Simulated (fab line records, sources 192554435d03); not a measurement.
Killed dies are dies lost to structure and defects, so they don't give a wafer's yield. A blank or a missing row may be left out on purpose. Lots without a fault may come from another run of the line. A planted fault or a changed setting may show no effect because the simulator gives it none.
Chamber matching | flow n5_finfet | N5_BEOL_M5_DEP_56 on pecvd-04: 3 sister chambers
The step deposits SiCN from 3MS/NH3, target thk 8 nm, time 14 s. 6 wafers are shown with their chamber, then 8 later ones without.

WAFERS WITH THEIR CHAMBER
wafer  | chamber | showerhead_plenum_p_Torr (Torr) | throttle_valve_pct (%)
L074.4 | 2       | 3.679                           | 9.1
L076.1 | 2       | 3.680                           | 9.2
L080.5 | 0       | 3.664                           | 8.9
L081.3 | 1       | 3.633                           | 9.0
L081.4 | 0       | 3.647                           | 8.8
L084.2 | 1       | 3.637                           | 8.8

WAFERS WITHOUT THEIR CHAMBER
wafer  | showerhead_plenum_p_Torr (Torr) | throttle_valve_pct (%)
L084.4 | 3.658                           | 8.8
L084.5 | 3.646                           | 9.1
L090.1 | 3.638                           | 9.2
L090.3 | 3.645                           | 9.2
L090.4 | 3.678                           | 7.8
L091.2 | 3.643                           | 9.3
L091.5 | 3.645                           | 9.3
L091.6 | 3.655                           | 8.7

WHICH CHAMBER EACH WENT THROUGH
wafer  | from the rows above          | in truth
L084.4 | 0                            | 0
L084.5 | can't be placed: 1 or 0      | 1
L090.1 | can't be placed: 1 or 0      | 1
L090.3 | can't be placed: 1 or 0 or 2 | 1
L090.4 | can't be placed: 0 or 1      | 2
L091.2 | can't be placed: 1 or 0 or 2 | 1
L091.5 | can't be placed: 1 or 0 or 2 | 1
L091.6 | can't be placed: 0 or 1      | 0
Placed correctly: 1 of 8. Can't be placed from these rows: 7 (the true chamber is among the candidates in 6). Placed wrongly: 0.
How it was worked out, from the rows above alone: a wafer's distance from a chamber is the root of the sum, over the readings, of the square of ((its reading less the chamber's mean) divided by the reading's scatter). The wafer belongs to the nearest chamber; if the next one is less than 2 further off, it can't be placed. A chamber's mean is the mean of its shown wafers. The scatter: the root of (the sum of the squares of (reading less its chamber's mean) over the shown wafers, divided by (wafers less chambers)).
